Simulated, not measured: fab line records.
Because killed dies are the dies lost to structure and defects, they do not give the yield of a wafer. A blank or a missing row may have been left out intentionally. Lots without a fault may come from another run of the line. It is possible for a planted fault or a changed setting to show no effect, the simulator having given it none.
The same fault as seen by 2 desks || flow n5-finfet || every desk sees just its own numbers, and what lay behind them comes last

THE METROLOGY DESK
What the gauges read, lot by lot, whatever tool the lot ran on: means of the sampled wafers that have a number. Any lot whose mean is over 4 standard deviations away from the usual mean is out of limits and marked OUT; that distance is given in the brackets.
Columns: A = cd-nm at N5_BEOL_M8_CD_MEAS_18, usual 40.0 nm
{"lot": "L700", "first seen here": "day 9 13:32", "A": 39.9}
{"lot": "L699", "first seen here": "day 9 13:41", "A": 39.4}
{"lot": "L702", "first seen here": "day 10 12:30", "A": 40.4}
{"lot": "L704", "first seen here": "day 10 15:44", "A": 40.3}
{"lot": "L707", "first seen here": "day 12 03:49", "A": 39.6}
{"lot": "L708", "first seen here": "day 12 10:16", "A": 39.9}
{"lot": "L711", "first seen here": "day 13 06:53", "A": 40.2}
{"lot": "L709", "first seen here": "day 13 07:09", "A": 40.2}
{"lot": "L710", "first seen here": "day 13 08:10", "A": 40.4}
{"lot": "L714", "first seen here": "day 13 19:00", "A": 40.3}
{"lot": "L713", "first seen here": "day 13 19:04", "A": 39.4}
{"lot": "L715", "first seen here": "day 14 04:35", "A": 39.7}
{"lot": "L716", "first seen here": "day 14 04:44", "A": 40.0}
{"lot": "L720", "first seen here": "day 15 14:19", "A": 40.0}
This desk's verdict: no lot among the 14 shows anything out of limits.

DESK OF THE TOOL OWNER: euv-scanner-02
The tool's own readings at N5_BEOL_M8_EXPOSE_25 (exposes mask V7, target cd 40 nm): means of the sampled wafers that have a number, for each lot that ran on this tool. Any lot whose mean is over 4 standard deviations away from the usual mean is out of limits and marked OUT; that distance is given in the brackets.
Columns: A = exposure-dose-mJ-cm2 at N5_BEOL_M8_EXPOSE_25, usual 42.62; B = focus-offset-nm at N5_BEOL_M8_EXPOSE_25, usual 0.0 nm; C = stage-msd-nm at N5_BEOL_M8_EXPOSE_25, usual 0.92 nm
{"lot": "L699", "first seen here": "day 9 14:47", "A": 42.51, "B": -0.1, "C": 0.97}
{"lot": "L704", "first seen here": "day 10 17:40", "A": 42.43, "B": 1.0, "C": 0.97}
{"lot": "L707", "first seen here": "day 12 08:09", "A": 42.51, "B": 0.8, "C": 0.97}
{"lot": "L708", "first seen here": "day 12 14:04", "A": 42.44, "B": -0.3, "C": 0.97}
{"lot": "L709", "first seen here": "day 13 10:48", "A": 42.47, "B": 0.1, "C": 0.97}
{"lot": "L711", "first seen here": "day 13 10:50", "A": 42.48, "B": 0.0, "C": 0.97}
{"lot": "L714", "first seen here": "day 13 19:29", "A": 42.43, "B": 0.3, "C": 0.96}
This desk's verdict: no lot among the 7 shows anything out of limits.

ALL TOGETHER
Metrology desk: nothing out of limits seen.
Nothing out of limits was seen by the tool owner's desk.

WHAT HAD BEEN PUT IN BY THE SIMULATOR
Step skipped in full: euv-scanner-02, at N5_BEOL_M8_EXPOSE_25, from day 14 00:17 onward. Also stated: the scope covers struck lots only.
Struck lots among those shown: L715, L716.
